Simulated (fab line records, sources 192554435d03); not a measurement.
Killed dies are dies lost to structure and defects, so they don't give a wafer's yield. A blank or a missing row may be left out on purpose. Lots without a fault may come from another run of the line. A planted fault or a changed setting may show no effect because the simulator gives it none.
A struck lot beside a sound one | flow n5_finfet | 38 steps out of a route of 1938
Sound: wafers L236.1, L236.4, L236.5. Struck: wafer L252.3. (L252.4, L252.5 of the same lot were not struck and are left out.) The cause comes at the end.
At each step with rows: each side's tool, then ch and its chambers, then its first start. Under that, the readings that differ: sound wafers | struck wafers | difference of the means | sigmas: that difference in standard deviations of wafers without a fault.
alike: readings whose means differ by less than 2 such deviations, and words and numbers that are the same on both sides. not compared: withheld readings, readings that some wafer has no value for, bounds like >300 that may hide the same value, and numbers for which the record gives no deviation and whose values overlap.
The two part at a step that has a row with sigmas, a row that says differs or no value, or rows on one side only. Numbers that don't overlap but have no deviation are shown without sigmas and don't part them. A reading that every wafer of one side lacks parts them only if that side has two wafers or more.

first, 10 steps without rows for these wafers: N5_BEOL_M5_DESCUM_33 (chemistry O2, time 7 s); N5_BEOL_M5_ETCH_75 (etches underlayer in N2/H2, target depth 6.5 nm, time 5.2 s); N5_BEOL_M5_ETCH_67 (etches SiARC in CF4, target depth 15.6 nm, time 26 s); N5_BEOL_M5_ETCH_68 (etches SOC in N2/H2, target depth 80 nm, overetch 16 nm, time 120 s); N5_BEOL_M5_STRIP_69 (strips in N2/H2); N5_BEOL_M5_STRIP_76 (strips in N2/H2); N5_BEOL_M5_VIA_ETCH_34 (etches SiCOH lowk in C4F6/O2, target depth 88.3 nm, time 39.2 s); N5_BEOL_M5_STRIP_85 (strips in C4F6/O2); N5_BEOL_M5_STRIP_36 (strips in N2/H2); N5_BEOL_M5_TRENCH_ETCH_37 (etches SiCOH lowk in C4F6/O2, target depth 71.652 nm, time 24.7 s).
N5_BEOL_M5_ETCH_41: etches SiCN in CH3F/O2, target depth 31.5 nm, time 56.7 s.
  sound on rie_diel-01 ch 1,2,3, day 8 08:07; struck on rie_diel-04 ch 2, day 12 09:53
  alike: bias_w, chamber_pressure_mTorr, drypump_motor_current_A, oes_product_au, rf_fwd_power_W, rf_vpp_V, showerhead_plenum_p_Torr, throttle_valve_pct
  not compared: rf_hours_counter_h
then, 26 steps without rows for these wafers: N5_BEOL_M5_STRIP_91 (strips in N2/H2, time 10 s); N5_BEOL_M5_HM_STRIP_39 (strips TiN in peroxide tin strip, target depth 25 nm, time 158 s); N5_BEOL_M5_SRD_40 (time 30 s); N5_BEOL_M5_PRECLEAN_42 (cleans in residue remover, time 60 s); N5_BEOL_M5_SRD_43 (time 30 s); N5_BEOL_M5_CURE_80 (cures SiCOH lowk, time 120 s); N5_BEOL_M5_DEGAS_44 (time 60 s); N5_BEOL_M5_PRE_CLEAN_45 (time 30 s); N5_BEOL_M5_ALD_86 (deposits TaN, pulse time 2 s, purge time 3 s, co reactant purge time 2 s); N5_BEOL_M5_SURFACE_TREAT_87; N5_BEOL_M5_CVD_47 (deposits Co from CCTBA/H2, target thk 3 nm, time 216 s); N5_BEOL_M5_SPUTTER_48 (material Cu, target thk 15 nm, time 27.62 s); N5_BEOL_M5_ANNEAL_49 (time 1800 s); N5_BEOL_M5_SPUTTER_81 (material Cu, target thk 15 nm, time 27.62 s); N5_BEOL_M5_ANNEAL_82 (time 1800 s); N5_BEOL_M5_SPUTTER_83 (material Cu, target thk 15 nm, time 27.62 s); N5_BEOL_M5_ANNEAL_84 (time 1800 s); N5_BEOL_M5_SPUTTER_88 (material Cu, target thk 15 nm, time 27.62 s); N5_BEOL_M5_ANNEAL_89 (time 1800 s); N5_BEOL_M5_SPUTTER_90 (material Cu, target thk 4.5 nm, time 8.29 s); N5_BEOL_M5_ECD_50 (material Cu, target thk 300 nm); N5_BEOL_M5_ANNEAL_51 (time 90 s); N5_BEOL_M5_CMP_52 (polishes, stops on SiCOH lowk, t overpolish 6.9 s, target thk 62 nm); N5_BEOL_M5_PRE_CLEAN_77 (time 15 s); N5_BEOL_M5_CO_CAP_78 (material Co, precursor CCTBA/H2, target thk 2 nm, time 102.1 s); N5_BEOL_M5_PRE_CLEAN_55 (time 15 s).
-- the record jumps here: 5 days lie between the struck wafers' starts before and after (it left off in module BEOL_M5 and takes up again in module PASSIVATION, whose first step shown is number 1936 of the route) --
N5_PASSIVATION_PROBE_49:
  the record has rows for the struck wafers here (prober-02, day 16 22:41) and none for the sound ones

WHERE THEY PART
Only at N5_PASSIVATION_PROBE_49, within this record.

WHY: what the simulator had put in
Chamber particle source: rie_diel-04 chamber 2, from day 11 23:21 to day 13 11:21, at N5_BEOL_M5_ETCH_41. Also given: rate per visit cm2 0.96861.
